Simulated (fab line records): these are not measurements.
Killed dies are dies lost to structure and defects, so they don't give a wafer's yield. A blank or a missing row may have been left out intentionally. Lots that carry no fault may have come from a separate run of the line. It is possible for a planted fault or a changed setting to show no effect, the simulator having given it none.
The tool behind it: which one? ; flow nand_harc ; 18 wafers from 6 lots sampled at 2 of the route's 1302 steps

== WHAT THE GAUGES SHOWED, per wafer ==
NHARC_HYBRID_BOND_INSPECT_06: inspects for defects (ir void).
lot;measured;on;raw_defect_count
L725;day 24 13:56;defect_inspect-01;168 160 144
L727;day 25 08:13;defect_inspect-01;89 72 91
L731;day 27 22:06;defect_inspect-02;89 75
L738;day 31 05:01;defect_inspect-02;169 209 163
L742;day 32 16:58;defect_inspect-01;120 115 92
L744;day 33 15:05;defect_inspect-02;34 35 29

== WHICH TOOL RAN EACH LOT (tool, then ch and the chambers of the sampled wafers, then the start) ==
lot;NHARC_P_M0_PVD_21
L725;pvd_sputter-01, day 7 12:19
L727;pvd_sputter-03, day 8 07:05
L731;pvd_sputter-01, day 9 21:16
L738;pvd_sputter-01, day 13 00:05
L742;pvd_sputter-01, day 14 09:36
L744;pvd_sputter-02, day 15 13:40
- NHARC_P_M0_PVD_21: deposits Cu, target thk 30 nm, time 20.49 s.

== THE ANSWER, worked out from the rows above alone ==
Rule: the usual values come from the lots themselves. Put in order of their means at a reading, lots are off if they are a third of the lots or fewer, leave a main group of 4 or more, and stand apart from it by a gap of 3 or more times the standard deviation of the main group's means; of several such gaps the widest counts. A main group is skipped when, at the precision printed for the reading in the tables above, its means are all equal. A lot without any number at a reading at which 4 lots or more have one is off too. The other lots that the step has rows for count as sound.
Nothing can be told from this: no lot is off at any reading shown.

== WHAT HAD BEEN PUT IN BY THE SIMULATOR ==
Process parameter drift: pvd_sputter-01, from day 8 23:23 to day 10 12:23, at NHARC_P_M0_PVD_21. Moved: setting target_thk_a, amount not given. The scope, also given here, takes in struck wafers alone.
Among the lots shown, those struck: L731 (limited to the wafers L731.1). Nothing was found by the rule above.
